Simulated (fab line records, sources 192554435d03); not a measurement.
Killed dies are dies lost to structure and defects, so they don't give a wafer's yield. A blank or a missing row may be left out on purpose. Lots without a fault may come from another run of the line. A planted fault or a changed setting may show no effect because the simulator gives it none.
Chamber matching | flow n5_finfet | N5_BEOL_M10_STRIP_19 on rie_diel-01: 4 sister chambers
The step strips in O2. 4 wafers are shown with their chamber, then 11 later ones without.

WAFERS WITH THEIR CHAMBER
wafer  | chamber | drypump_motor_current_A (A)
L082.2 | 3       | 5.2
L084.4 | 0       | 6.5
L084.5 | 2       | 5.0
L088.1 | 1       | 5.6

WAFERS WITHOUT THEIR CHAMBER
wafer  | drypump_motor_current_A (A)
L088.2 | 5.2
L088.4 | 6.5
L090.2 | 5.0
L090.3 | 5.6
L090.6 | 6.5
L093.3 | 5.6
L093.4 | 6.5
L093.5 | 5.7
L096.2 | 5.0
L096.3 | 6.5
L096.6 | 6.5

WHICH CHAMBER EACH WENT THROUGH
wafer  | from the rows above | in truth
L088.2 | 3                   | 3
L088.4 | 0                   | 0
L090.2 | 2                   | 2
L090.3 | 1                   | 1
L090.6 | 0                   | 0
L093.3 | 1                   | 1
L093.4 | 0                   | 0
L093.5 | 1                   | 1
L096.2 | 2                   | 2
L096.3 | 0                   | 0
L096.6 | 0                   | 0
Placed correctly: 11 of 11. Can't be placed from these rows: 0. Placed wrongly: 0.
How it was worked out, from the rows above alone: a wafer's distance from a chamber is the root of the sum, over the readings, of the square of ((its reading less the chamber's mean) divided by the reading's scatter). The wafer belongs to the nearest chamber; if the next one is less than 2 further off, it can't be placed. A chamber's mean is the mean of its shown wafers. The scatter: with one shown wafer a chamber, the root of the mean of the squares of how far each hidden wafer lies from its nearest shown one.
